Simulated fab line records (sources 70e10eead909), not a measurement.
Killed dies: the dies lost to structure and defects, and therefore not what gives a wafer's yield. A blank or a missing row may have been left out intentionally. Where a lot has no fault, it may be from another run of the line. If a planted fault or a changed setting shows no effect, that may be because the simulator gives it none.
Matching of chambers :: flow nandHarc :: pecvd-02 running NHARC_P_M1_PRE_CLEAN_32: 3 sister chambers
The step time 12 s. 6 wafers are shown with their chamber, then 8 later ones without.

== EACH WAFER AND ITS CHAMBER ==
wafer: L490.4
chamber: 2
heaterPowerW (W): 641

wafer: L490.6
chamber: 0
heaterPowerW (W): 567

wafer: L495.3
chamber: 1
heaterPowerW (W): 554

wafer: L495.5
chamber: 1
heaterPowerW (W): 567

wafer: L495.6
chamber: 0
heaterPowerW (W): 646

wafer: L497.3
chamber: 2
heaterPowerW (W): 662

== WAFERS WHOSE CHAMBER IS MISSING ==
wafer: L497.5
heaterPowerW (W): 649

wafer: L497.6
heaterPowerW (W): 663

wafer: L498.1
heaterPowerW (W): 663

wafer: L498.2
heaterPowerW (W): 639

wafer: L498.4
heaterPowerW (W): 647

wafer: L499.1
heaterPowerW (W): 575

wafer: L499.2
heaterPowerW (W): 574

wafer: L499.4
heaterPowerW (W): 551

== EACH ONE'S CHAMBER ==
wafer: L497.5
from the rows above: can't be placed: 2 or 0
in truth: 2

wafer: L497.6
from the rows above: can't be placed: 2 or 0
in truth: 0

wafer: L498.1
from the rows above: can't be placed: 2 or 0
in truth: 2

wafer: L498.2
from the rows above: can't be placed: 2 or 0 or 1
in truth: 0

wafer: L498.4
from the rows above: can't be placed: 2 or 0
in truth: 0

wafer: L499.1
from the rows above: can't be placed: 1 or 0 or 2
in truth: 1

wafer: L499.2
from the rows above: can't be placed: 1 or 0 or 2
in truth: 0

wafer: L499.4
from the rows above: can't be placed: 1 or 0
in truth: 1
Placed correctly: 0 of 8. Unplaceable from these rows: 8, with the true chamber sitting among the candidates in 8. 0 placed wrongly.
How it was worked out, from the rows above alone: a wafer's distance from a chamber is the root of the sum, over the readings, of the square of ((its reading less the chamber's mean) divided by the reading's scatter). If the next closest chamber is less than 2 further off than the closest, the wafer can't be placed; otherwise it belongs to the closest. The mean given for a chamber averages the wafers shown for that chamber. The scatter: the root of (the sum of the squares of (reading less its chamber's mean) over the shown wafers, divided by (wafers less chambers)).
